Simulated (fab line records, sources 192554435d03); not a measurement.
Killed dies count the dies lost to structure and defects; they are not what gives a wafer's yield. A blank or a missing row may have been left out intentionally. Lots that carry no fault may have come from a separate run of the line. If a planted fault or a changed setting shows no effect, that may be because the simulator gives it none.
fab line records / flow n5_finfet
record lots=5 wafers=15 last_day=16
route steps=1938 shown BEOL_M9@1412
lots that met no fault: taken from a fault-free run of the same line
start_h: start of the lot's first displayed wafer, in hours after the record's first day / wait_h: hours from the lot's prior step to this one / " identical to the entry in the row above / L1.1+2: several wafers, shown together as one row / - either no value or no given start / * or withheld: withheld / < > ~ a bound
route shown NAME@n: names a module that has steps shown in the file, with the first one's number in the route / usual: mean/standard deviation taken from wafers without a fault / same: alike in all rows / chamber/n: place in a boat / sites: each site's reading / _std_site: how widely they spread, as a standard deviation / _edge_site: mean of outer sites minus mean of inner sites / radius_mm: for every site, how far away it sits from the centre of the wafer / mask NAME#n: copy n / behind: tool/chamber where the wafer was last shaped / hold: the reason the lot was held/the length of the hold in hours/how it ended / device: whichever transistor did not switch (one of n, p or np) / end of line: tests run on the same wafers once the route is complete / a step without rows: its recipe alone / killed: dies lost to structure and defects at the first sort, not the wafer's yield / map: dies across one wafer; x = killed, . = not, _ = none there
set.NAME: the setting that was run; set.NAME@STEP: the one run at that earlier step / model.NAME: the simulator's own value behind a step, which no gauge read
lots at some steps of the route; a table a step, a row a wafer
services: a tool's chamber out of use, with start hour (start_h, from the record's first day; less than 0 if before it), hours out, and reason
## steps
# step N5_BEOL_M9_PEB_09
# recipe peb_temp_c=withheld peb_time_s=60 resist=CAR-ArF
lot.wafer=L074.2+3+4 tool=litho_track-04 chamber=0 start_h=202.56 wait_h=0.0
lot.wafer=L076.1+2+3 tool=litho_track-03 chamber=0 start_h=223.73 wait_h=0.1
lot.wafer=L077.3+4+5 tool=litho_track-04 chamber=0 start_h=225.28 wait_h=0.0
lot.wafer=L090.3+4+6 tool=litho_track-05 chamber=0 start_h=306.77 wait_h=0.0
lot.wafer=L091.1+2+5 tool=litho_track-04 chamber=0 start_h=309.00 wait_h=0.1
# step N5_BEOL_M9_DEVELOP_10
# recipe develop_time_s=30 developer=TMAH resist=CAR-ArF rinse_liquid=diw dry=air_spin dev_temp_c=23
lot.wafer=L074.2+3+4 tool=litho_track-04 chamber=0 start_h=- wait_h=-
lot.wafer=L076.1+2+3 tool=litho_track-03 chamber=0 start_h=- wait_h=-
lot.wafer=L077.3+4+5 tool=litho_track-04 chamber=0 start_h=- wait_h=-
lot.wafer=L090.3+4+6 tool=litho_track-05 chamber=0 start_h=- wait_h=-
lot.wafer=L091.1+2+5 tool=litho_track-04 chamber=0 start_h=- wait_h=-
# step N5_BEOL_M9_CD_MEAS_11
# recipe target_cd_nm=64.1 landing_energy_ev=500 detector=se_inlens polarity=opening
# usual cd_nm=64.1/0.46
lot.wafer=L074.2 tool=cd_sem-03 chamber=0 start_h=202.63 wait_h=- cd_nm=64.0
lot.wafer=L074.3 tool=cd_sem-03 chamber=0 start_h=202.63 wait_h=- cd_nm=64.1
lot.wafer=L074.4 tool=cd_sem-03 chamber=0 start_h=202.63 wait_h=- cd_nm=63.9
lot.wafer=L076.1 tool=cd_sem-03 chamber=0 start_h=223.79 wait_h=- cd_nm=64.2
lot.wafer=L076.2 tool=cd_sem-03 chamber=0 start_h=223.79 wait_h=- cd_nm=63.4
lot.wafer=L076.3 tool=cd_sem-03 chamber=0 start_h=223.79 wait_h=- cd_nm=64.0
lot.wafer=L077.3 tool=cd_sem-03 chamber=0 start_h=225.35 wait_h=- cd_nm=64.5
lot.wafer=L077.4 tool=cd_sem-03 chamber=0 start_h=225.35 wait_h=- cd_nm=64.8
lot.wafer=L077.5 tool=cd_sem-03 chamber=0 start_h=225.35 wait_h=- cd_nm=64.8
lot.wafer=L090.3 tool=cd_sem-01 chamber=0 start_h=306.84 wait_h=- cd_nm=63.7
lot.wafer=L090.4 tool=cd_sem-01 chamber=0 start_h=306.84 wait_h=- cd_nm=63.8
lot.wafer=L090.6 tool=cd_sem-01 chamber=0 start_h=306.84 wait_h=- cd_nm=63.9
lot.wafer=L091.1 tool=cd_sem-03 chamber=0 start_h=309.07 wait_h=- cd_nm=63.8
lot.wafer=L091.2 tool=cd_sem-03 chamber=0 start_h=309.07 wait_h=- cd_nm=64.6
lot.wafer=L091.5 tool=cd_sem-03 chamber=0 start_h=309.07 wait_h=- cd_nm=64.0
# step N5_BEOL_M9_OVL_MEAS_12
# recipe points_per_wafer=44
# usual M9_OVL=-0.3/0.85
lot.wafer=L074.2 tool=overlay-02 chamber=0 start_h=202.66 wait_h=0.0 M9_OVL[nm]=-1.4
lot.wafer=L074.3 tool=overlay-02 chamber=0 start_h=202.66 wait_h=0.0 M9_OVL[nm]=1.2
lot.wafer=L074.4 tool=overlay-02 chamber=0 start_h=202.66 wait_h=0.0 M9_OVL[nm]=-2.0
lot.wafer=L076.1 tool=overlay-02 chamber=0 start_h=223.82 wait_h=0.0 M9_OVL[nm]=-0.3
lot.wafer=L076.2 tool=overlay-02 chamber=0 start_h=223.82 wait_h=0.0 M9_OVL[nm]=1.0
lot.wafer=L076.3 tool=overlay-02 chamber=0 start_h=223.82 wait_h=0.0 M9_OVL[nm]=0.2
lot.wafer=L077.3 tool=overlay-02 chamber=0 start_h=225.38 wait_h=0.0 M9_OVL[nm]=-1.7
lot.wafer=L077.4 tool=overlay-02 chamber=0 start_h=225.38 wait_h=0.0 M9_OVL[nm]=-3.4
lot.wafer=L077.5 tool=overlay-02 chamber=0 start_h=225.38 wait_h=0.0 M9_OVL[nm]=-0.9
lot.wafer=L090.3 tool=overlay-01 chamber=0 start_h=306.86 wait_h=0.0 M9_OVL[nm]=0.3
lot.wafer=L090.4 tool=overlay-01 chamber=0 start_h=306.86 wait_h=0.0 M9_OVL[nm]=0.2
lot.wafer=L090.6 tool=overlay-01 chamber=0 start_h=306.86 wait_h=0.0 M9_OVL[nm]=0.3
lot.wafer=L091.1 tool=overlay-01 chamber=0 start_h=309.10 wait_h=0.0 M9_OVL[nm]=0.3
lot.wafer=L091.2 tool=overlay-01 chamber=0 start_h=309.10 wait_h=0.0 M9_OVL[nm]=-0.5
lot.wafer=L091.5 tool=overlay-01 chamber=0 start_h=309.10 wait_h=0.0 M9_OVL[nm]=0.0
# step N5_BEOL_M9_INSPECT_13
# recipe mode=adi inspect_instrument=brightfield
# usual raw_defect_count=426/110
lot.wafer=L074.2 tool=defect_inspect-01 chamber=- start_h=202.69 wait_h=0.0 raw_defect_count=460
lot.wafer=L074.3 tool=defect_inspect-01 chamber=- start_h=202.69 wait_h=0.0 raw_defect_count=457
lot.wafer=L074.4 tool=defect_inspect-01 chamber=- start_h=202.69 wait_h=0.0 raw_defect_count=445
lot.wafer=L076.1 tool=defect_inspect-02 chamber=- start_h=223.85 wait_h=0.0 raw_defect_count=532
lot.wafer=L076.2 tool=defect_inspect-02 chamber=- start_h=223.85 wait_h=0.0 raw_defect_count=647
lot.wafer=L076.3 tool=defect_inspect-02 chamber=- start_h=223.85 wait_h=0.0 raw_defect_count=574
lot.wafer=L077.3 tool=defect_inspect-02 chamber=- start_h=225.40 wait_h=0.0 raw_defect_count=575
lot.wafer=L077.4 tool=defect_inspect-02 chamber=- start_h=225.40 wait_h=0.0 raw_defect_count=562
lot.wafer=L077.5 tool=defect_inspect-02 chamber=- start_h=225.40 wait_h=0.0 raw_defect_count=494
lot.wafer=L090.3 tool=defect_inspect-01 chamber=- start_h=306.89 wait_h=0.0 raw_defect_count=408
lot.wafer=L090.4 tool=defect_inspect-01 chamber=- start_h=306.89 wait_h=0.0 raw_defect_count=449
lot.wafer=L090.6 tool=defect_inspect-01 chamber=- start_h=306.89 wait_h=0.0 raw_defect_count=362
lot.wafer=L091.1 tool=defect_inspect-01 chamber=- start_h=309.13 wait_h=0.0 raw_defect_count=433
lot.wafer=L091.2 tool=defect_inspect-01 chamber=- start_h=309.13 wait_h=0.0 raw_defect_count=448
lot.wafer=L091.5 tool=defect_inspect-01 chamber=- start_h=309.13 wait_h=0.0 raw_defect_count=348
# step N5_BEOL_M9_DESCUM_16
# recipe chemistry=O2 time_s=7.9 source_power_w=50 bias_power_w=20 pressure_mtorr=20 rf_frequency_hz=2.712e+07 temp_c=40 resist=CAR-ArF o2_flow_sccm=225
# usual chamber_pressure_mTorr=19.998/0.018 drypump_motor_current_A=5.5/0.41 oes_product_au=0.79/0.091 rf_vpp_V=243.5/1.4 showerhead_plenum_p_Torr=2.11/0.067 throttle_valve_pct=20.39/0.21
# same time_s=7.9
lot.wafer=L074.2 tool=rie_diel-03 chamber=2 start_h=202.72 wait_h=0.0 chamber_pressure_mTorr=19.985 drypump_motor_current_A=4.8 oes_product_au=0.95 rf_hours_counter_h=6 rf_vpp_V=242.0 showerhead_plenum_p_Torr=2.06 throttle_valve_pct=19.91
lot.wafer=L074.3 tool=rie_diel-03 chamber=3 start_h=202.72 wait_h=0.0 chamber_pressure_mTorr=20.018 drypump_motor_current_A=5.1 oes_product_au=0.83 rf_hours_counter_h=99 rf_vpp_V=244.6 showerhead_plenum_p_Torr=2.11 throttle_valve_pct=20.28
lot.wafer=L074.4 tool=rie_diel-03 chamber=0 start_h=202.72 wait_h=0.0 chamber_pressure_mTorr=19.957 drypump_motor_current_A=5.3 oes_product_au=0.70 rf_hours_counter_h=198 rf_vpp_V=245.0 showerhead_plenum_p_Torr=2.16 throttle_valve_pct=20.44
lot.wafer=L076.1 tool=rie_diel-06 chamber=0 start_h=223.88 wait_h=0.0 chamber_pressure_mTorr=20.013 drypump_motor_current_A=5.5 oes_product_au=0.75 rf_hours_counter_h=164 rf_vpp_V=243.5 showerhead_plenum_p_Torr=2.01 throttle_valve_pct=20.68
lot.wafer=L076.2 tool=rie_diel-06 chamber=1 start_h=223.88 wait_h=0.0 chamber_pressure_mTorr=20.012 drypump_motor_current_A=5.3 oes_product_au=0.85 rf_hours_counter_h=74 rf_vpp_V=244.2 showerhead_plenum_p_Torr=2.12 throttle_valve_pct=20.50
lot.wafer=L076.3 tool=rie_diel-06 chamber=2 start_h=223.88 wait_h=0.0 chamber_pressure_mTorr=19.943 drypump_motor_current_A=5.7 oes_product_au=0.73 rf_hours_counter_h=152 rf_vpp_V=241.8 showerhead_plenum_p_Torr=2.01 throttle_valve_pct=20.83
lot.wafer=L077.3 tool=rie_diel-05 chamber=3 start_h=225.47 wait_h=0.1 chamber_pressure_mTorr=19.981 drypump_motor_current_A=5.4 oes_product_au=0.73 rf_hours_counter_h=186 rf_vpp_V=245.2 showerhead_plenum_p_Torr=2.18 throttle_valve_pct=20.42
lot.wafer=L077.4 tool=rie_diel-05 chamber=1 start_h=225.47 wait_h=0.1 chamber_pressure_mTorr=20.026 drypump_motor_current_A=5.6 oes_product_au=0.94 rf_hours_counter_h=- rf_vpp_V=246.5 showerhead_plenum_p_Torr=2.23 throttle_valve_pct=20.42
lot.wafer=L077.5 tool=rie_diel-05 chamber=0 start_h=225.47 wait_h=0.1 chamber_pressure_mTorr=20.024 drypump_motor_current_A=5.3 oes_product_au=0.75 rf_hours_counter_h=- rf_vpp_V=243.0 showerhead_plenum_p_Torr=2.08 throttle_valve_pct=20.15
lot.wafer=L090.3 tool=rie_diel-03 chamber=0 start_h=306.92 wait_h=0.0 chamber_pressure_mTorr=20.013 drypump_motor_current_A=5.3 oes_product_au=0.68 rf_hours_counter_h=233 rf_vpp_V=244.8 showerhead_plenum_p_Torr=2.15 throttle_valve_pct=20.51
lot.wafer=L090.4 tool=rie_diel-03 chamber=1 start_h=306.92 wait_h=0.0 chamber_pressure_mTorr=19.972 drypump_motor_current_A=5.1 oes_product_au=0.67 rf_hours_counter_h=240 rf_vpp_V=244.1 showerhead_plenum_p_Torr=2.14 throttle_valve_pct=20.44
lot.wafer=L090.6 tool=rie_diel-03 chamber=3 start_h=306.92 wait_h=0.0 chamber_pressure_mTorr=19.969 drypump_motor_current_A=5.1 oes_product_au=0.79 rf_hours_counter_h=- rf_vpp_V=243.3 showerhead_plenum_p_Torr=2.10 throttle_valve_pct=20.32
lot.wafer=L091.1 tool=rie_diel-05 chamber=1 start_h=309.16 wait_h=0.0 chamber_pressure_mTorr=20.013 drypump_motor_current_A=5.6 oes_product_au=0.87 rf_hours_counter_h=34 rf_vpp_V=245.4 showerhead_plenum_p_Torr=2.22 throttle_valve_pct=20.49
lot.wafer=L091.2 tool=rie_diel-05 chamber=2 start_h=309.16 wait_h=0.0 chamber_pressure_mTorr=20.014 drypump_motor_current_A=6.0 oes_product_au=0.93 rf_hours_counter_h=21 rf_vpp_V=243.1 showerhead_plenum_p_Torr=2.05 throttle_valve_pct=20.43
lot.wafer=L091.5 tool=rie_diel-05 chamber=3 start_h=309.16 wait_h=0.0 chamber_pressure_mTorr=19.987 drypump_motor_current_A=5.4 oes_product_au=0.72 rf_hours_counter_h=- rf_vpp_V=242.3 showerhead_plenum_p_Torr=2.17 throttle_valve_pct=20.46
# step N5_BEOL_M9_ETCH_61
# recipe chemistry=CF4 target=SiARC target_depth_a=390 mask_material=CAR-ArF time_s=65 ion_energy_ev=80 pressure_mtorr=40 source_w=545 bias_w=36 Ar_flow_sccm=100 cf4_flow_sccm=100 ends=cleared
# usual chamber_pressure_mTorr=40.00/0.034 drypump_motor_current_A=5.5/0.42 etch_rf_on_time_s=65.4/1.1 oes_product_au=0.68/0.077 rf_vpp_V=184.3/1.1 showerhead_plenum_p_Torr=2.16/0.064 throttle_valve_pct=15.60/0.2
lot.wafer=L074.2 tool=rie_diel-03 chamber=2 start_h=202.75 wait_h=0.0 chamber_pressure_mTorr=40.07 drypump_motor_current_A=4.8 etch_rf_on_time_s=65.1 oes_product_au=0.81 rf_hours_counter_h=6 rf_vpp_V=184.2 showerhead_plenum_p_Torr=2.11 throttle_valve_pct=15.07
lot.wafer=L074.3 tool=rie_diel-03 chamber=3 start_h=202.75 wait_h=0.0 chamber_pressure_mTorr=39.97 drypump_motor_current_A=5.1 etch_rf_on_time_s=64.9 oes_product_au=0.71 rf_hours_counter_h=99 rf_vpp_V=184.9 showerhead_plenum_p_Torr=2.16 throttle_valve_pct=15.50
lot.wafer=L074.4 tool=rie_diel-03 chamber=0 start_h=202.75 wait_h=0.0 chamber_pressure_mTorr=40.05 drypump_motor_current_A=5.3 etch_rf_on_time_s=66.1 oes_product_au=0.60 rf_hours_counter_h=198 rf_vpp_V=186.1 showerhead_plenum_p_Torr=2.21 throttle_valve_pct=15.65
lot.wafer=L076.1 tool=rie_diel-06 chamber=0 start_h=223.92 wait_h=0.0 chamber_pressure_mTorr=39.97 drypump_motor_current_A=5.5 etch_rf_on_time_s=64.8 oes_product_au=0.64 rf_hours_counter_h=164 rf_vpp_V=182.6 showerhead_plenum_p_Torr=2.06 throttle_valve_pct=15.84
lot.wafer=L076.2 tool=rie_diel-06 chamber=1 start_h=223.92 wait_h=0.0 chamber_pressure_mTorr=40.05 drypump_motor_current_A=5.3 etch_rf_on_time_s=65.1 oes_product_au=0.72 rf_hours_counter_h=74 rf_vpp_V=183.8 showerhead_plenum_p_Torr=2.18 throttle_valve_pct=15.66
lot.wafer=L076.3 tool=rie_diel-06 chamber=2 start_h=223.92 wait_h=0.0 chamber_pressure_mTorr=40.00 drypump_motor_current_A=5.7 etch_rf_on_time_s=67.0 oes_product_au=0.62 rf_hours_counter_h=152 rf_vpp_V=182.6 showerhead_plenum_p_Torr=2.06 throttle_valve_pct=16.01
lot.wafer=L077.3 tool=rie_diel-05 chamber=3 start_h=225.51 wait_h=0.0 chamber_pressure_mTorr=39.98 drypump_motor_current_A=5.4 etch_rf_on_time_s=66.6 oes_product_au=0.62 rf_hours_counter_h=186 rf_vpp_V=186.0 showerhead_plenum_p_Torr=2.22 throttle_valve_pct=15.67
lot.wafer=L077.4 tool=rie_diel-05 chamber=1 start_h=225.51 wait_h=0.0 chamber_pressure_mTorr=40.03 drypump_motor_current_A=5.6 etch_rf_on_time_s=63.8 oes_product_au=0.81 rf_hours_counter_h=- rf_vpp_V=185.8 showerhead_plenum_p_Torr=2.28 throttle_valve_pct=15.55
lot.wafer=L077.5 tool=rie_diel-05 chamber=0 start_h=225.51 wait_h=0.0 chamber_pressure_mTorr=39.97 drypump_motor_current_A=5.3 etch_rf_on_time_s=65.7 oes_product_au=0.64 rf_hours_counter_h=- rf_vpp_V=183.6 showerhead_plenum_p_Torr=2.14 throttle_valve_pct=15.48
lot.wafer=L090.3 tool=rie_diel-03 chamber=0 start_h=306.96 wait_h=0.0 chamber_pressure_mTorr=40.04 drypump_motor_current_A=5.3 etch_rf_on_time_s=66.3 oes_product_au=0.58 rf_hours_counter_h=233 rf_vpp_V=183.8 showerhead_plenum_p_Torr=2.20 throttle_valve_pct=15.71
lot.wafer=L090.4 tool=rie_diel-03 chamber=1 start_h=306.96 wait_h=0.0 chamber_pressure_mTorr=40.01 drypump_motor_current_A=5.1 etch_rf_on_time_s=67.6 oes_product_au=0.58 rf_hours_counter_h=240 rf_vpp_V=184.4 showerhead_plenum_p_Torr=2.20 throttle_valve_pct=15.77
lot.wafer=L090.6 tool=rie_diel-03 chamber=3 start_h=306.96 wait_h=0.0 chamber_pressure_mTorr=40.03 drypump_motor_current_A=5.1 etch_rf_on_time_s=65.5 oes_product_au=0.69 rf_hours_counter_h=- rf_vpp_V=185.7 showerhead_plenum_p_Torr=2.15 throttle_valve_pct=15.55
lot.wafer=L091.1 tool=rie_diel-05 chamber=1 start_h=309.19 wait_h=0.0 chamber_pressure_mTorr=39.97 drypump_motor_current_A=5.6 etch_rf_on_time_s=64.7 oes_product_au=0.74 rf_hours_counter_h=34 rf_vpp_V=184.7 showerhead_plenum_p_Torr=2.27 throttle_valve_pct=15.61
lot.wafer=L091.2 tool=rie_diel-05 chamber=2 start_h=309.19 wait_h=0.0 chamber_pressure_mTorr=39.99 drypump_motor_current_A=6.0 etch_rf_on_time_s=66.1 oes_product_au=0.77 rf_hours_counter_h=21 rf_vpp_V=184.5 showerhead_plenum_p_Torr=2.10 throttle_valve_pct=15.52
lot.wafer=L091.5 tool=rie_diel-05 chamber=3 start_h=309.19 wait_h=0.0 chamber_pressure_mTorr=40.02 drypump_motor_current_A=5.4 etch_rf_on_time_s=66.7 oes_product_au=0.60 rf_hours_counter_h=- rf_vpp_V=185.1 showerhead_plenum_p_Torr=2.21 throttle_valve_pct=15.70
# step N5_BEOL_M9_ETCH_62
# recipe chemistry=N2/H2 target=SOC target_depth_a=1100 overetch_a=220 mask_material=SiARC temp_c=40 time_s=165 ion_energy_ev=200 pressure_mtorr=30 source_w=840 bias_w=150 n2_flow_sccm=200 h2_flow_sccm=200
# usual chamber_pressure_mTorr=29.997/0.027 drypump_motor_current_A=5.5/0.42 oes_product_au=0.67/0.072 rf_vpp_V=524.4/2.4 showerhead_plenum_p_Torr=2.57/0.083 throttle_valve_pct=17.78/0.24
# same time_s=165
lot.wafer=L074.2 tool=rie_diel-03 chamber=2 start_h=202.80 wait_h=0.0 chamber_pressure_mTorr=30.015 drypump_motor_current_A=4.8 oes_product_au=0.80 rf_hours_counter_h=6 rf_vpp_V=523.6 showerhead_plenum_p_Torr=2.49 throttle_valve_pct=17.21
lot.wafer=L074.3 tool=rie_diel-03 chamber=3 start_h=202.80 wait_h=0.0 chamber_pressure_mTorr=30.007 drypump_motor_current_A=5.1 oes_product_au=0.71 rf_hours_counter_h=99 rf_vpp_V=523.6 showerhead_plenum_p_Torr=2.56 throttle_valve_pct=17.67
lot.wafer=L074.4 tool=rie_diel-03 chamber=0 start_h=202.80 wait_h=0.0 chamber_pressure_mTorr=29.989 drypump_motor_current_A=5.4 oes_product_au=0.60 rf_hours_counter_h=198 rf_vpp_V=525.8 showerhead_plenum_p_Torr=2.64 throttle_valve_pct=17.92
lot.wafer=L076.1 tool=rie_diel-06 chamber=0 start_h=223.97 wait_h=0.0 chamber_pressure_mTorr=29.997 drypump_motor_current_A=5.5 oes_product_au=0.64 rf_hours_counter_h=164 rf_vpp_V=521.6 showerhead_plenum_p_Torr=2.42 throttle_valve_pct=18.00
lot.wafer=L076.2 tool=rie_diel-06 chamber=1 start_h=223.97 wait_h=0.0 chamber_pressure_mTorr=29.971 drypump_motor_current_A=5.4 oes_product_au=0.73 rf_hours_counter_h=74 rf_vpp_V=525.5 showerhead_plenum_p_Torr=2.58 throttle_valve_pct=17.94
lot.wafer=L076.3 tool=rie_diel-06 chamber=2 start_h=223.97 wait_h=0.0 chamber_pressure_mTorr=29.991 drypump_motor_current_A=5.7 oes_product_au=0.62 rf_hours_counter_h=152 rf_vpp_V=521.7 showerhead_plenum_p_Torr=2.45 throttle_valve_pct=18.30
lot.wafer=L077.3 tool=rie_diel-05 chamber=3 start_h=225.56 wait_h=0.0 chamber_pressure_mTorr=30.018 drypump_motor_current_A=5.4 oes_product_au=0.62 rf_hours_counter_h=186 rf_vpp_V=526.3 showerhead_plenum_p_Torr=2.64 throttle_valve_pct=17.75
lot.wafer=L077.4 tool=rie_diel-05 chamber=1 start_h=225.56 wait_h=0.0 chamber_pressure_mTorr=30.030 drypump_motor_current_A=5.6 oes_product_au=0.79 rf_hours_counter_h=- rf_vpp_V=529.0 showerhead_plenum_p_Torr=2.71 throttle_valve_pct=17.80
lot.wafer=L077.5 tool=rie_diel-05 chamber=0 start_h=225.56 wait_h=0.0 chamber_pressure_mTorr=29.996 drypump_motor_current_A=5.3 oes_product_au=0.64 rf_hours_counter_h=- rf_vpp_V=522.7 showerhead_plenum_p_Torr=2.53 throttle_valve_pct=17.52
lot.wafer=L090.3 tool=rie_diel-03 chamber=0 start_h=307.01 wait_h=0.0 chamber_pressure_mTorr=30.058 drypump_motor_current_A=5.4 oes_product_au=0.58 rf_hours_counter_h=233 rf_vpp_V=528.1 showerhead_plenum_p_Torr=2.62 throttle_valve_pct=17.98
lot.wafer=L090.4 tool=rie_diel-03 chamber=1 start_h=307.01 wait_h=0.0 chamber_pressure_mTorr=29.955 drypump_motor_current_A=5.2 oes_product_au=0.59 rf_hours_counter_h=240 rf_vpp_V=524.7 showerhead_plenum_p_Torr=2.61 throttle_valve_pct=17.93
lot.wafer=L090.6 tool=rie_diel-03 chamber=3 start_h=307.01 wait_h=0.0 chamber_pressure_mTorr=29.990 drypump_motor_current_A=5.1 oes_product_au=0.68 rf_hours_counter_h=- rf_vpp_V=524.2 showerhead_plenum_p_Torr=2.55 throttle_valve_pct=17.70
lot.wafer=L091.1 tool=rie_diel-05 chamber=1 start_h=309.24 wait_h=0.0 chamber_pressure_mTorr=30.008 drypump_motor_current_A=5.6 oes_product_au=0.74 rf_hours_counter_h=34 rf_vpp_V=526.5 showerhead_plenum_p_Torr=2.70 throttle_valve_pct=17.85
lot.wafer=L091.2 tool=rie_diel-05 chamber=2 start_h=309.24 wait_h=0.0 chamber_pressure_mTorr=29.995 drypump_motor_current_A=6.0 oes_product_au=0.78 rf_hours_counter_h=21 rf_vpp_V=521.9 showerhead_plenum_p_Torr=2.49 throttle_valve_pct=17.89
lot.wafer=L091.5 tool=rie_diel-05 chamber=3 start_h=309.24 wait_h=0.0 chamber_pressure_mTorr=30.015 drypump_motor_current_A=5.4 oes_product_au=0.61 rf_hours_counter_h=- rf_vpp_V=525.8 showerhead_plenum_p_Torr=2.63 throttle_valve_pct=17.80
# step N5_BEOL_M9_STRIP_68
# recipe chemistry=N2/H2 temp_c=40 n2_flow_sccm=200 h2_flow_sccm=200 rf_frequency_hz=6e+07
lot.wafer=L074.2+3+4 tool=rie_diel-03 chamber=2,3,0 start_h=202.94 wait_h=0.1
lot.wafer=L076.1+2+3 tool=rie_diel-06 chamber=0,1,2 start_h=224.10 wait_h=0.1
lot.wafer=L077.3+4+5 tool=rie_diel-05 chamber=3,1,0 start_h=225.69 wait_h=0.1
lot.wafer=L090.3+4+6 tool=rie_diel-03 chamber=0,1,3 start_h=307.14 wait_h=0.1
lot.wafer=L091.1+2+5 tool=rie_diel-05 chamber=1,2,3 start_h=309.38 wait_h=0.1
# step N5_BEOL_M9_STRIP_67
# recipe chemistry=CF4 resist=SiARC power_w=300 bias_power_w=75 pressure_mtorr=50 cf4_flow_sccm=150 rf_frequency_hz=6e+07
# usual chamber_pressure_mTorr=50.00/0.041 drypump_motor_current_A=5.5/0.42 oes_product_au=0.79/0.085 rf_vpp_V=271.5/1.5 showerhead_plenum_p_Torr=1.81/0.053 throttle_valve_pct=13.57/0.21
lot.wafer=L074.2 tool=rie_diel-03 chamber=2 start_h=202.95 wait_h=0.0 chamber_pressure_mTorr=49.96 drypump_motor_current_A=4.8 oes_product_au=0.95 rf_hours_counter_h=6 rf_vpp_V=271.2 showerhead_plenum_p_Torr=1.76 throttle_valve_pct=13.01
lot.wafer=L074.3 tool=rie_diel-03 chamber=3 start_h=202.95 wait_h=0.0 chamber_pressure_mTorr=49.94 drypump_motor_current_A=5.1 oes_product_au=0.83 rf_hours_counter_h=99 rf_vpp_V=272.6 showerhead_plenum_p_Torr=1.81 throttle_valve_pct=13.47
lot.wafer=L074.4 tool=rie_diel-03 chamber=0 start_h=202.95 wait_h=0.0 chamber_pressure_mTorr=49.95 drypump_motor_current_A=5.4 oes_product_au=0.70 rf_hours_counter_h=198 rf_vpp_V=271.1 showerhead_plenum_p_Torr=1.85 throttle_valve_pct=13.65
lot.wafer=L076.1 tool=rie_diel-06 chamber=0 start_h=224.11 wait_h=0.0 chamber_pressure_mTorr=49.95 drypump_motor_current_A=5.4 oes_product_au=0.75 rf_hours_counter_h=164 rf_vpp_V=269.8 showerhead_plenum_p_Torr=1.72 throttle_valve_pct=13.79
lot.wafer=L076.2 tool=rie_diel-06 chamber=1 start_h=224.11 wait_h=0.0 chamber_pressure_mTorr=49.98 drypump_motor_current_A=5.3 oes_product_au=0.85 rf_hours_counter_h=74 rf_vpp_V=271.6 showerhead_plenum_p_Torr=1.82 throttle_valve_pct=13.62
lot.wafer=L076.3 tool=rie_diel-06 chamber=2 start_h=224.11 wait_h=0.0 chamber_pressure_mTorr=49.97 drypump_motor_current_A=5.7 oes_product_au=0.74 rf_hours_counter_h=153 rf_vpp_V=269.5 showerhead_plenum_p_Torr=1.73 throttle_valve_pct=13.98
lot.wafer=L077.3 tool=rie_diel-05 chamber=3 start_h=225.70 wait_h=0.0 chamber_pressure_mTorr=50.02 drypump_motor_current_A=5.4 oes_product_au=0.73 rf_hours_counter_h=186 rf_vpp_V=273.0 showerhead_plenum_p_Torr=1.86 throttle_valve_pct=13.65
lot.wafer=L077.4 tool=rie_diel-05 chamber=1 start_h=225.70 wait_h=0.0 chamber_pressure_mTorr=49.95 drypump_motor_current_A=5.6 oes_product_au=0.92 rf_hours_counter_h=- rf_vpp_V=275.6 showerhead_plenum_p_Torr=1.90 throttle_valve_pct=13.51
lot.wafer=L077.5 tool=rie_diel-05 chamber=0 start_h=225.70 wait_h=0.0 chamber_pressure_mTorr=49.95 drypump_motor_current_A=5.3 oes_product_au=0.75 rf_hours_counter_h=- rf_vpp_V=270.3 showerhead_plenum_p_Torr=1.79 throttle_valve_pct=13.43
lot.wafer=L090.3 tool=rie_diel-03 chamber=0 start_h=307.15 wait_h=0.0 chamber_pressure_mTorr=50.07 drypump_motor_current_A=5.3 oes_product_au=0.68 rf_hours_counter_h=233 rf_vpp_V=272.9 showerhead_plenum_p_Torr=1.84 throttle_valve_pct=13.72
lot.wafer=L090.4 tool=rie_diel-03 chamber=1 start_h=307.15 wait_h=0.0 chamber_pressure_mTorr=50.01 drypump_motor_current_A=5.2 oes_product_au=0.69 rf_hours_counter_h=240 rf_vpp_V=272.0 showerhead_plenum_p_Torr=1.84 throttle_valve_pct=13.75
lot.wafer=L090.6 tool=rie_diel-03 chamber=3 start_h=307.15 wait_h=0.0 chamber_pressure_mTorr=49.96 drypump_motor_current_A=5.1 oes_product_au=0.80 rf_hours_counter_h=- rf_vpp_V=271.3 showerhead_plenum_p_Torr=1.80 throttle_valve_pct=13.52
lot.wafer=L091.1 tool=rie_diel-05 chamber=1 start_h=309.39 wait_h=0.0 chamber_pressure_mTorr=50.06 drypump_motor_current_A=5.6 oes_product_au=0.86 rf_hours_counter_h=34 rf_vpp_V=273.1 showerhead_plenum_p_Torr=1.90 throttle_valve_pct=13.54
lot.wafer=L091.2 tool=rie_diel-05 chamber=2 start_h=309.39 wait_h=0.0 chamber_pressure_mTorr=50.02 drypump_motor_current_A=6.0 oes_product_au=0.92 rf_hours_counter_h=21 rf_vpp_V=269.5 showerhead_plenum_p_Torr=1.76 throttle_valve_pct=13.47
lot.wafer=L091.5 tool=rie_diel-05 chamber=3 start_h=309.39 wait_h=0.0 chamber_pressure_mTorr=49.95 drypump_motor_current_A=5.4 oes_product_au=0.72 rf_hours_counter_h=- rf_vpp_V=271.3 showerhead_plenum_p_Torr=1.85 throttle_valve_pct=13.70
## services
tool=rie_diel-05 chamber=1 start_h=189.36 hours=- kind=clean
tool=rie_diel-05 chamber=1 start_h=189.36 hours=- kind=consumable_replace:focus_ring
tool=rie_diel-05 chamber=1 start_h=189.36 hours=- kind=consumable_replace:showerhead
tool=rie_diel-05 chamber=1 start_h=189.36 hours=17.0 kind=scheduled_down
tool=rie_diel-05 chamber=1 start_h=189.36 hours=17.0 kind=vent_cycle
tool=rie_diel-03 chamber=2 start_h=208.36 hours=12.5 kind=repair
tool=rie_diel-03 chamber=3 start_h=217.87 hours=22.0 kind=repair
tool=rie_diel-05 chamber=2 start_h=219.60 hours=- kind=clean
tool=rie_diel-05 chamber=2 start_h=219.60 hours=- kind=consumable_replace:focus_ring
tool=rie_diel-05 chamber=2 start_h=219.60 hours=16.4 kind=scheduled_down
tool=rie_diel-05 chamber=2 start_h=219.60 hours=16.4 kind=vent_cycle
tool=rie_diel-05 chamber=3 start_h=240.96 hours=8.6 kind=repair
tool=litho_track-05 chamber=- start_h=246.46 hours=- kind=consumable_replace:filter
tool=rie_diel-05 chamber=2 start_h=283.44 hours=5.7 kind=repair
tool=rie_diel-03 chamber=1 start_h=291.24 hours=4.8 kind=repair
tool=rie_diel-03 chamber=- start_h=296.14 hours=0.2 kind=repair
tool=rie_diel-06 chamber=- start_h=307.82 hours=0.2 kind=repair
## key
fault none
